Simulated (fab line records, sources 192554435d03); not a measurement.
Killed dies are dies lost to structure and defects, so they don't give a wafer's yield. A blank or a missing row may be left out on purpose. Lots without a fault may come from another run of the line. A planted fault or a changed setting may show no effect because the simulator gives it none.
Split-lot experiment | flow n5_finfet | 7 lots, 21 wafers read, on a route of 1938 steps

THE SPLIT
At N5_HKMG_FIN_ETCH_67 (etches SOC in N2/H2, stops on TiN, target depth 388.9 nm), the setting target_depth_a was moved away from the recipe's 3889 angstrom on 9 of the 21 wafers read, by -11.9% to +6.5%. The other wafers ran this setting at the recipe's value.

The reading is taken at the split's own step.

THE READING
SOC_of_HKMG_FIN_COAT_66.thk_nm (the simulator's own value, which no gauge read), in nm, at N5_HKMG_FIN_ETCH_67 (etches SOC in N2/H2, stops on TiN, target depth 388.9 nm). The file gives no usual value for it. The 12 wafers here that ran the recipe average 22.0 nm, standard deviation 3.4 nm.

wafer  | tool, chamber at the split | target_depth_a as run, angstrom | against the recipe | SOC_of_HKMG_FIN_COAT_66.thk_nm, nm | against lot-mates on the recipe
L074.2 | rie_diel-05, 0             | 3889                            | recipe             | 23.4                               | -
L074.4 | rie_diel-05, 2             | 4140                            | +6.5%              | 8.2                                | -15.9
L074.5 | rie_diel-05, 3             | 3889                            | recipe             | 24.8                               | -
L075.1 | rie_diel-03, 2             | 3889                            | recipe             | 23.8                               | -
L075.2 | rie_diel-03, 1             | 3889                            | recipe             | 16.4                               | -
L075.5 | rie_diel-03, 3             | 3889                            | recipe             | 16.2                               | -
L079.1 | rie_diel-05, 1             | 3625                            | -6.8%              | 36                                 | +16.2
L079.2 | rie_diel-05, 0             | 3889                            | recipe             | 19.8                               | -
L079.4 | rie_diel-05, 3             | 3625                            | -6.8%              | 42.8                               | +23.0
L088.1 | rie_diel-01, 3             | 3714                            | -4.5%              | 33.4                               | +7.2
L088.2 | rie_diel-01, 2             | 3714                            | -4.5%              | 28.4                               | +2.2
L088.6 | rie_diel-01, 1             | 3889                            | recipe             | 26.2                               | -
L091.1 | rie_diel-01, 1             | 3889                            | recipe             | 24.4                               | -
L091.5 | rie_diel-01, 2             | 4031                            | +3.7%              | 8.2                                | -16.2
L091.6 | rie_diel-01, 3             | 4031                            | +3.7%              | 9.2                                | -15.2
L093.2 | rie_diel-01, 2             | 3718                            | -4.4%              | 25.8                               | +1.9
L093.3 | rie_diel-01, 1             | 3889                            | recipe             | 24.8                               | -
L093.5 | rie_diel-01, 3             | 3889                            | recipe             | 23                                 | -
L094.1 | rie_diel-03, 2             | 3889                            | recipe             | 23.4                               | -
L094.2 | rie_diel-03, 0             | 3425                            | -11.9%             | 51.6                               | +31.1
L094.5 | rie_diel-03, 0             | 3889                            | recipe             | 17.6                               | -

THE FIT
A straight line over all 21 wafers: SOC_of_HKMG_FIN_COAT_66.thk_nm changes by -2.46 nm for each +1% of target_depth_a; r = -0.94; the points scatter about the line by 3.7 nm.
The same after taking each lot's own level away (the mean of its wafers on the recipe; 21 wafers): -2.6 nm for each +1%; r = -0.94; scatter 4.1 nm.
On that fit, the largest move of target_depth_a shifts the reading by 31 nm.
The lots' own levels span 18.80 to 26.20 nm, that is 2.2 times the standard deviation above.
So the lot-to-lot level changes the slope little: the two slopes agree.
Check: with one of the wafers moved furthest among these (-11.9%) left out of the fit, the line predicts +28.5 nm for it against its lot-mates. It came out at +31.1 nm against them.

OTHER SPLITS ON THESE WAFERS
These wafers also went through other splits before the reading. Each is held against what the fit with the lots' levels taken away leaves over:
other split on the same wafers          | wafers away from the commonest value | r with SOC_of_HKMG_FIN_COAT_66.thk_nm (lot level and that fit taken away)
N5_ZERO_LAYER_COAT_05 spin_rpm          | 5                                    | +0.19
N5_ZERO_LAYER_DEVELOP_10 develop_time_s | 6                                    | +0.14
N5_WELL_APT_EXPOSE_22 dose_mj           | 2                                    | +0.13
N5_WELL_APT_PEB_23 peb_time_s           | 5                                    | +0.23
N5_FIN_SAQP_SPACER1_ALD_24 ald_cycles   | 9                                    | -0.23
N5_FIN_CUT_COAT_19 spin_rpm             | 9                                    | +0.01
N5_SD_EPI_P_COAT_34 spin_rpm            | 6                                    | -0.03
N5_HKMG_FIN_HK_ALD_01 ald_cycles        | 4                                    | -0.23

THE FILE'S OWN FIT
SOC_of_HKMG_FIN_COAT_66.thk_nm changes by -2.45 nm for each +1% of target_depth_a, r = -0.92.
